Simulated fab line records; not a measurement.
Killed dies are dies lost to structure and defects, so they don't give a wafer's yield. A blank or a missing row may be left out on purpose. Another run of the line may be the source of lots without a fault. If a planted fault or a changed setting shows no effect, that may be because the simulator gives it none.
Which tool was responsible?	flow nand_harc	Sampling: 21 lots, 63 wafers, 6 of 1302 route steps

== WHAT THE GAUGES SHOWED, per wafer ==
No reading from a measuring or inspecting step in the record can be judged against a usual standard deviation.

== WHAT TOOL EACH LOT RAN ON (gives the tool, then ch and the chambers of the sampled wafers, and finally the start) ==
lot	NHARC_A_CHANNEL_HOLE_D2_ETCH_39	NHARC_A_CHANNEL_HOLE_D2_ETCH_19	NHARC_A_CHANNEL_HOLE_D2_ETCH_24	NHARC_A_CHANNEL_FILL_D2_ETCHBACK_20	NHARC_A_CHANNEL_FILL_D2_ETCHBACK_08	NHARC_A_CHANNEL_FILL_D2_STRIP_29
L074	rie_diel-04 ch 0,1,3, day 12 23:02 or earlier	har_etch-02 ch 0,1, day 12 23:02	har_etch-02 ch 0,1, day 13 01:10	rie_diel-06 ch 0,2,3, day 14 06:47	rie_diel-01 ch 0,1,3, no start	rie_diel-01 ch 1,3, no start
L076	rie_diel-08 ch 0,3, day 13 17:44 or earlier	har_etch-02 ch 0,1, day 13 17:44	har_etch-02 ch 0,1, day 13 20:04	rie_diel-02 ch 1,2,3, day 14 23:50	rie_diel-01 ch 1,2, no start	rie_diel-01 ch 0,1,3, no start
L075	rie_diel-09 ch 2,3, day 13 18:31 or earlier	har_etch-01 ch 0,1, day 13 18:31	har_etch-01 ch 0,1, day 13 20:38	rie_diel-01 ch 1,2,3, day 14 23:51	rie_diel-06 ch 0,1,3, no start	rie_diel-06 ch 0,1,2, no start
L077	rie_diel-04 ch 0,2,3, day 14 12:31 or earlier	har_etch-01 ch 0,1, day 14 12:31	har_etch-01 ch 0,1, day 14 14:39	rie_diel-01 ch 0,1,3, day 15 19:40	rie_diel-01 ch 1,2,3, no start	rie_diel-01 ch 0,1,2, no start
L078	rie_diel-08 ch 1,3, day 14 14:20 or earlier	har_etch-02 ch 0,1, day 14 14:20	har_etch-02 ch 0,1, day 14 16:26	rie_diel-02 ch 0,1, day 15 19:40	rie_diel-06 ch 0,2, day 16 13:43 or earlier	rie_diel-06 ch 1,2, day 16 13:43
L079	rie_diel-04 ch 0,2,3, day 15 03:13 or earlier	har_etch-02 ch 0,1, day 15 03:13	har_etch-02 ch 0,1, day 15 05:27	rie_diel-06 ch 0,2,3, day 16 11:15	rie_diel-06 ch 0,2,3, no start	rie_diel-06 ch 0,1,3, no start
L080	rie_diel-04 ch 1,3, day 15 05:37 or earlier	har_etch-01 ch 0,1, day 15 05:37	har_etch-01 ch 0,1, day 15 07:46	rie_diel-01 ch 1,2,3, day 16 11:15	rie_diel-06 ch 1,2,3, no start	rie_diel-06 ch 2,3, no start
L081	rie_diel-09 ch 0,3, day 15 23:40 or earlier	har_etch-02 ch 0,1, day 15 23:40	har_etch-02 ch 0,1, day 16 01:48	rie_diel-06 ch 0,2,3, day 17 05:51	rie_diel-06 ch 0,3, no start	rie_diel-06 ch 1,2, no start
L083	rie_diel-08 ch 0,1,3, day 16 18:40 or earlier	har_etch-01 ch 0,1, day 16 18:40	har_etch-01 ch 0,1, day 16 20:56	rie_diel-06 ch 1,3, day 18 02:37	rie_diel-06 ch 2,3, no start	rie_diel-06 ch 0,2,3, no start
L082	rie_diel-09 ch 0,2,3, day 16 19:23 or earlier	har_etch-02 ch 0,1, day 16 19:23	har_etch-02 ch 0,1, day 16 21:38	rie_diel-01 ch 0,2, day 18 02:37	rie_diel-01 ch 0,2,3, no start	rie_diel-01 ch 2,3, no start
L085	rie_diel-08 ch 0,1, day 17 13:59 or earlier	har_etch-01 ch 0,1, day 17 13:59	har_etch-01 ch 0,1, day 17 16:14	rie_diel-06 ch 0,2, day 18 22:12	rie_diel-01 ch 0,1,3, no start	rie_diel-01 ch 0,1, no start
L086	rie_diel-09 ch 0,2,3, day 18 00:54 or earlier	har_etch-02 ch 0,1, day 18 00:54	har_etch-02 ch 0,1, day 18 03:09	rie_diel-06 ch 0,1,3, day 19 07:19	rie_diel-01 ch 2,3, no start	rie_diel-01 ch 2,3, no start
L090	rie_diel-04 ch 1,2,3, day 20 04:53 or earlier	har_etch-02 ch 0,1, day 20 04:53	har_etch-02 ch 0,1, day 20 07:08	rie_diel-06 ch 0,1,2, day 21 13:41	rie_diel-01 ch 0,1, no start	rie_diel-01 ch 0,2, no start
L089	rie_diel-08 ch 0,1,2, day 20 06:08 or earlier	har_etch-01 ch 0,1, day 20 06:08	har_etch-01 ch 0,1, day 20 08:17	rie_diel-01 ch 0,1,3, day 21 13:41	rie_diel-06 ch 1,3, day 22 07:20 or earlier	rie_diel-06 ch 1,3, day 22 07:20
L091	rie_diel-09 ch 1,2, day 20 09:05 or earlier	har_etch-02 ch 0,1, day 20 09:05	har_etch-02 ch 0,1, day 20 11:34	rie_diel-06 ch 0,2,3, day 21 21:07	rie_diel-01 ch 0,1, no start	rie_diel-01 ch 0,1,3, no start
L093	rie_diel-09 ch 0,1, day 20 21:42 or earlier	har_etch-01 ch 0,1, day 20 21:42	har_etch-01 ch 0,1, day 20 23:50	rie_diel-06 ch 1,2,3, day 22 03:29	rie_diel-06 ch 0,2,3, no start	rie_diel-06 ch 0,2,3, no start
L092	rie_diel-04 ch 0,2, day 21 05:52 or earlier	har_etch-02 ch 0,1, day 21 05:52	har_etch-02 ch 0,1, day 21 07:59	rie_diel-06 ch 2,3, day 22 12:29	rie_diel-01 ch 0,1,3, no start	rie_diel-01 ch 1,2, no start
L094	rie_diel-08 ch 0,2,3, day 21 14:20 or earlier	har_etch-02 ch 0,1, day 21 14:20	har_etch-02 ch 0,1, day 21 16:35	rie_diel-06 ch 1,2,3, day 22 20:20	rie_diel-01 ch 1,2,3, no start	rie_diel-01 ch 1,2, no start
L096	rie_diel-04 ch 1,2, day 22 10:46 or earlier	har_etch-01 ch 0, day 22 10:46	har_etch-01 ch 0, day 22 12:54	rie_diel-01 ch 0,1,3, day 23 19:40	rie_diel-06 ch 2,3, no start	rie_diel-06 ch 0,1,2, no start
L095	rie_diel-09 ch 0,1,2, day 22 10:44 or earlier	har_etch-02 ch 0,1, day 22 10:44	har_etch-02 ch 0,1, day 22 12:52	rie_diel-02 ch 0,1,2, day 23 19:38	rie_diel-06 ch 0,1,3, no start	rie_diel-06 ch 1,2,3, no start
L097	rie_diel-04 ch 0,2,3, day 22 14:54 or earlier	har_etch-02 ch 0,1, day 22 14:54	har_etch-02 ch 0,1, day 22 17:02	rie_diel-06 ch 1,2,3, day 23 19:39	rie_diel-02 ch 0,2,3, no start	rie_diel-02 ch 0,2,3, no start
- NHARC_A_CHANNEL_HOLE_D2_ETCH_39: etches the open film in N2/H2, target depth 260 nm, time 325 s.
- NHARC_A_CHANNEL_HOLE_D2_ETCH_19: etches the open film in C4F8/O2/Ar, time 34.5 s.
- NHARC_A_CHANNEL_HOLE_D2_ETCH_24: etches the open film in C4F8/O2/Ar, time 906.2 s, target depth 1500 nm.
- NHARC_A_CHANNEL_FILL_D2_ETCHBACK_20: etches the open film in C4F8/O2/Ar, target depth 27 nm, time 13.5 s.
- NHARC_A_CHANNEL_FILL_D2_ETCHBACK_08: etches the open film in C4F8, target depth 220 nm, time 110 s.
- NHARC_A_CHANNEL_FILL_D2_STRIP_29: strips in O2, time 20 s.

== AS READ BY THE TOOLS THEMSELVES (means over the sampled wafers that have a number; for cases with no such wafer, the mark the record gives instead) ==
NHARC_A_CHANNEL_HOLE_D2_ETCH_39. Usual: drypump_motor_current_A 5.7 A, standard deviation 0.5; oes_product_au 1.000 a.u., standard deviation 0.014; rf_vpp_V 432.3 V, standard deviation 2.6; showerhead_plenum_p_Torr 2.10 Torr, standard deviation 0.092; throttle_valve_pct 14.171 %, standard deviation 0.0093.
lot	tool	drypump_motor_current_A (A)	oes_product_au (a.u.)	rf_vpp_V (V)	showerhead_plenum_p_Torr (Torr)	throttle_valve_pct (%)	flag
L074	rie_diel-04	5.4	1.000	431.6	2.06	14.173	
L076	rie_diel-08	6.0	0.996	434.7	2.16	14.169	
L075	rie_diel-09	6.2	0.991	429.9	2.04	14.176	
L077	rie_diel-04	5.3	1.001	430.8	2.06	14.170	
L078	rie_diel-08	6.1	0.991	431.3	2.07	14.177	
L079	rie_diel-04	5.3	1.004	430.9	2.06	14.162	
L080	rie_diel-04	5.7	0.996	432.5	2.11	14.172	
L081	rie_diel-09	5.7	1.014	433.4	2.15	14.179	
L083	rie_diel-08	5.9	0.992	431.6	2.09	14.172	
L082	rie_diel-09	5.9	1.001	432.1	2.09	14.173	
L085	rie_diel-08	5.7	1.006	432.8	2.11	14.166	
L086	rie_diel-09	6.0	1.004	431.6	2.09	14.171	
L090	rie_diel-04	5.6	0.992	432.6	2.12	14.163	
L089	rie_diel-08	6.0	1.003	431.2	2.08	14.165	
L091	rie_diel-09	5.7	1.008	432.8	2.13	14.174	
L093	rie_diel-09	5.4	1.014	433.7	2.18	14.175	
L092	rie_diel-04	5.1	1.004	430.6	2.06	14.177	
L094	rie_diel-08	6.1	0.999	434.3	2.15	14.164	
L096	rie_diel-04	5.7	0.992	434.1	2.17	14.170	
L095	rie_diel-09	5.9	1.006	432.9	2.11	14.178	
L097	rie_diel-04	5.3	0.997	431.2	2.06	14.167	

NHARC_A_CHANNEL_HOLE_D2_ETCH_19. Usual: c4f8_flow_sccm 28.80 sccm, standard deviation 0.094; drypump_motor_current_A 5.9 A, standard deviation 0.52; he_backside_leak_sccm 6.0 sccm, standard deviation 0.58; showerhead_plenum_p_Torr 3.72 Torr, standard deviation 0.13; temp_c -20.01 C, standard deviation 0.1; throttle_valve_pct 37.038 %, standard deviation 0.0095.
lot	tool	c4f8_flow_sccm (sccm)	drypump_motor_current_A (A)	he_backside_leak_sccm (sccm)	showerhead_plenum_p_Torr (Torr)	temp_c (C)	throttle_valve_pct (%)	flag
L074	har_etch-02	28.87	6.1	6.6	3.59	-19.93	37.046	
L076	har_etch-02	28.79	6.3	7.1	3.66	-20.03	37.035	
L075	har_etch-01	28.81	5.2	5.8	3.72	-20.12	37.041	
L077	har_etch-01	28.84	5.3	6.5	3.71	-19.94	37.028	
L078	har_etch-02	28.84	6.0	6.8	3.58	-20.06	37.033	
L079	har_etch-02	28.78	6.1	6.7	3.58	-19.97	37.034	
L080	har_etch-01	28.89	5.3	6.0	3.71	-20.06	37.033	
L081	har_etch-02	28.76	6.3	6.7	3.65	-19.99	37.034	
L083	har_etch-01	28.67	5.5	5.8	3.70	-20.04	37.033	
L082	har_etch-02	28.74	6.1	6.9	3.56	-20.19	37.041	
L085	har_etch-01	28.81	5.5	5.8	3.69	-19.96	37.044	
L086	har_etch-02	28.75	6.3	5.6	3.80	-20.02	37.038	
L090	har_etch-02	28.81	6.1	5.7	3.87	-20.11	37.037	
L089	har_etch-01	28.76	5.3	6.1	3.67	-19.95	37.043	
L091	har_etch-02	28.81	6.3	5.6	3.78	-20.03	37.034	
L093	har_etch-01	28.91	5.3	6.3	3.66	-20.02	37.038	
L092	har_etch-02	28.89	6.1	5.7	3.87	-19.98	37.044	
L094	har_etch-02	28.87	6.1	5.6	3.86	-20.04	37.037	
L096	har_etch-01	28.81	5.7	5.7	3.66	-20.03	37.034	
L095	har_etch-02	28.80	6.3	5.6	3.77	-20.10	37.036	
L097	har_etch-02	28.79	6.3	5.6	3.76	-19.97	37.037	

NHARC_A_CHANNEL_HOLE_D2_ETCH_24. Usual: c4f8_flow_sccm 93.84 sccm, standard deviation 0.27; drypump_motor_current_A 5.9 A, standard deviation 0.52; he_backside_leak_sccm 6.1 sccm, standard deviation 0.65; showerhead_plenum_p_Torr 3.68 Torr, standard deviation 0.13; temp_c -19.99 C, standard deviation 0.1; throttle_valve_pct 32.237 %, standard deviation 0.0094.
lot	tool	c4f8_flow_sccm (sccm)	drypump_motor_current_A (A)	he_backside_leak_sccm (sccm)	showerhead_plenum_p_Torr (Torr)	temp_c (C)	throttle_valve_pct (%)	flag
L074	har_etch-02	93.57	6.1	6.8	3.55	-19.94	32.228	
L076	har_etch-02	93.76	6.3	6.7	3.62	-20.04	32.237	
L075	har_etch-01	93.70	5.3	5.9	3.67	-19.93	32.238	
L077	har_etch-01	94.04	5.3	5.8	3.67	-20.08	32.236	
L078	har_etch-02	94.10	6.1	6.7	3.54	-19.93	32.249	
L079	har_etch-02	94.00	6.1	6.8	3.54	-20.09	32.242	
L080	har_etch-01	93.80	5.3	6.0	3.66	-20.15	32.232	
L081	har_etch-02	93.75	6.3	6.9	3.60	-20.06	32.240	
L083	har_etch-01	93.80	5.5	7.5	3.66	-19.88	32.239	
L082	har_etch-02	93.81	6.1	7.0	3.52	-19.91	32.236	
L085	har_etch-01	94.04	5.5	5.9	3.65	-19.94	32.234	
L086	har_etch-02	94.19	6.3	5.5	3.75	-20.02	32.227	
L090	har_etch-02	93.70	6.1	5.7	3.82	-19.99	32.236	
L089	har_etch-01	93.78	5.3	6.3	3.62	-19.89	32.247	
L091	har_etch-02	93.95	6.3	5.6	3.73	-20.00	32.231	
L093	har_etch-01	93.97	5.3	6.3	3.62	-19.94	32.235	
L092	har_etch-02	93.70	6.1	5.7	3.81	-20.01	32.232	
L094	har_etch-02	93.66	6.1	5.6	3.81	-19.98	32.232	
L096	har_etch-01	93.51	5.8	6.1	3.62	-20.04	32.238	
L095	har_etch-02	93.87	6.3	5.5	3.72	-20.05	32.234	
L097	har_etch-02	93.95	6.3	5.7	3.72	-19.95	32.235	

NHARC_A_CHANNEL_FILL_D2_ETCHBACK_20. Usual: oes_product_au 0.989 a.u., standard deviation 0.025; rf_vpp_V 978 V, standard deviation 4.3.
lot	tool	oes_product_au (a.u.)	rf_vpp_V (V)	flag
L074	rie_diel-06	1.011	975	
L076	rie_diel-02	1.008	979	
L075	rie_diel-01	0.937	977	
L077	rie_diel-01	1.006	981	
L078	rie_diel-02	0.991	982	
L079	rie_diel-06	0.988	976	
L080	rie_diel-01	1.000	977	
L081	rie_diel-06	0.932	975	
L083	rie_diel-06	1.013	976	
L082	rie_diel-01	1.000	984	
L085	rie_diel-06	1.002	977	
L086	rie_diel-06	0.931	976	
L090	rie_diel-06	1.003	978	
L089	rie_diel-01	0.975	981	
L091	rie_diel-06	0.998	976	
L093	rie_diel-06	1.000	976	
L092	rie_diel-06	1.004	974	
L094	rie_diel-06	0.969	977	
L096	rie_diel-01	1.002	982	
L095	rie_diel-02	1.005	977	
L097	rie_diel-06	0.996	977	

NHARC_A_CHANNEL_FILL_D2_ETCHBACK_08. Usual: oes_product_au 0.97 a.u., standard deviation 0.035; rf_vpp_V 440.8 V, standard deviation 2.1.
lot	tool	oes_product_au (a.u.)	rf_vpp_V (V)	flag
L074	rie_diel-01	0.95	442.7	
L076	rie_diel-01	1.00	440.4	
L075	rie_diel-06	1.00	440.0	
L077	rie_diel-01	0.93	439.6	
L078	rie_diel-06	1.00	439.3	
L079	rie_diel-06	0.93	439.3	
L080	rie_diel-06	1.00	440.4	
L081	rie_diel-06	0.93	439.1	
L083	rie_diel-06	0.92	439.5	
L082	rie_diel-01	0.93	443.2	
L085	rie_diel-01	0.98	441.9	
L086	rie_diel-01	0.99	440.8	
L090	rie_diel-01	1.01	443.4	
L089	rie_diel-06	1.01	440.6	
L091	rie_diel-01	0.99	440.6	
L093	rie_diel-06	0.93	439.0	
L092	rie_diel-01	1.02	442.5	
L094	rie_diel-01	0.97	440.0	
L096	rie_diel-06	1.00	440.6	
L095	rie_diel-06	0.93	439.7	
L097	rie_diel-02	1.00	441.2	

NHARC_A_CHANNEL_FILL_D2_STRIP_29. Usual: drypump_motor_current_A 5.7 A, standard deviation 0.44; oes_product_au 1.001 a.u., standard deviation 0.01; rf_vpp_V 57.8 V, standard deviation 0.89; showerhead_plenum_p_Torr 3.53 Torr, standard deviation 0.11; throttle_valve_pct 17.035 %, standard deviation 0.0098.
lot	tool	drypump_motor_current_A (A)	oes_product_au (a.u.)	rf_vpp_V (V)	showerhead_plenum_p_Torr (Torr)	throttle_valve_pct (%)	flag
L074	rie_diel-01	5.5	0.986	57.2	3.49	17.042	
L076	rie_diel-01	5.6	0.998	58.2	3.60	17.033	
L075	rie_diel-06	6.0	1.004	57.6	3.52	17.033	
L077	rie_diel-01	5.6	0.996	58.3	3.57	17.034	
L078	rie_diel-06	6.0	1.006	58.5	3.57	17.030	
L079	rie_diel-06	5.6	1.005	57.0	3.48	17.030	
L080	rie_diel-06	5.8	1.009	57.1	3.48	17.037	
L081	rie_diel-06	6.0	1.008	57.9	3.57	17.033	
L083	rie_diel-06	5.7	1.010	57.4	3.45	17.051	
L082	rie_diel-01	6.2	0.989	57.8	3.55	17.031	
L085	rie_diel-01	5.3	1.000	57.5	3.55	17.026	
L086	rie_diel-01	6.1	0.997	57.2	3.53	17.022	
L090	rie_diel-01	5.9	0.984	57.6	3.59	17.034	
L089	rie_diel-06	5.6	1.004	58.5	3.53	17.042	
L091	rie_diel-01	5.6	1.007	58.0	3.59	17.038	
L093	rie_diel-06	5.7	1.004	58.2	3.45	17.049	
L092	rie_diel-01	5.4	0.998	58.6	3.47	17.037	
L094	rie_diel-01	5.4	0.998	57.0	3.47	17.034	
L096	rie_diel-06	6.0	1.002	57.8	3.52	17.035	
L095	rie_diel-06	5.6	0.992	57.6	3.50	17.029	
L097	rie_diel-02	5.6	1.003	58.1	3.56	17.039	

== THE ANSWER, worked out from the rows above alone ==
Rule: a lot counts as off when the mean over its wafers that have a number is more than 3 standard deviations away from the usual mean. A lot without any number at a reading at which 4 lots or more have one is off too. Where the step has rows for the other lots, those lots are counted as sound. After the gauges, taken in route order, come the tools' own readings; for these a lot's mean is taken, as printed above. At the first step where some lot is off, the reading lying furthest off is the one used; lots without a number count as furthest.
No lot is off on any of the readings shown, so nothing can be concluded from this.

== WHAT THE SIMULATOR HAD INSERTED ==
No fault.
